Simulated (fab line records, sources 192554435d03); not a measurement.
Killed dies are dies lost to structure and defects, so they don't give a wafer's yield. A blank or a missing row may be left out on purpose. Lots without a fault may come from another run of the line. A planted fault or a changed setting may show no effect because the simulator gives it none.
Chamber matching | flow n5_finfet | N5_HKMG_FIN_CVD_62 on thermal_cvd_si-02: 3 sister chambers
The step deposits a-Si from Si2H6, target thk 3 nm, time 20.8 s. 6 wafers are shown with their chamber, then 12 later ones without.

WAFERS WITH THEIR CHAMBER
wafer  | chamber | heater_power_w (W)
L082.5 | 0       | 1445
L085.3 | 1       | 1416
L085.5 | 2       | 1482
L088.2 | 2       | 1510
L088.3 | 1       | 1418
L088.6 | 0       | 1442

WAFERS WITHOUT THEIR CHAMBER
wafer  | heater_power_w (W)
L090.1 | 1432
L090.2 | 1487
L090.3 | 1484
L092.2 | 1519
L092.4 | 1396
L092.5 | 1477
L094.3 | 1447
L094.4 | 1407
L094.6 | 1519
L096.2 | 1446
L096.3 | 1483
L096.5 | 1398

WHICH CHAMBER EACH WENT THROUGH
wafer  | from the rows above     | in truth
L090.1 | can't be placed: 0 or 1 | 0
L090.2 | 2                       | 2
L090.3 | 2                       | 2
L092.2 | 2                       | 2
L092.4 | 1                       | 1
L092.5 | can't be placed: 2 or 0 | 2
L094.3 | 0                       | 0
L094.4 | 1                       | 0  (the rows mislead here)
L094.6 | 2                       | 2
L096.2 | 0                       | 0
L096.3 | 2                       | 2
L096.5 | 1                       | 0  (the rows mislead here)
Placed correctly: 8 of 12. Can't be placed from these rows: 2 (the true chamber is among the candidates in 2). Placed wrongly: 2.
How it was worked out, from the rows above alone: a wafer's distance from a chamber is the root of the sum, over the readings, of the square of ((its reading less the chamber's mean) divided by the reading's scatter). The wafer belongs to the nearest chamber; if the next one is less than 2 further off, it can't be placed. A chamber's mean is the mean of its shown wafers. The scatter: the root of (the sum of the squares of (reading less its chamber's mean) over the shown wafers, divided by (wafers less chambers)).
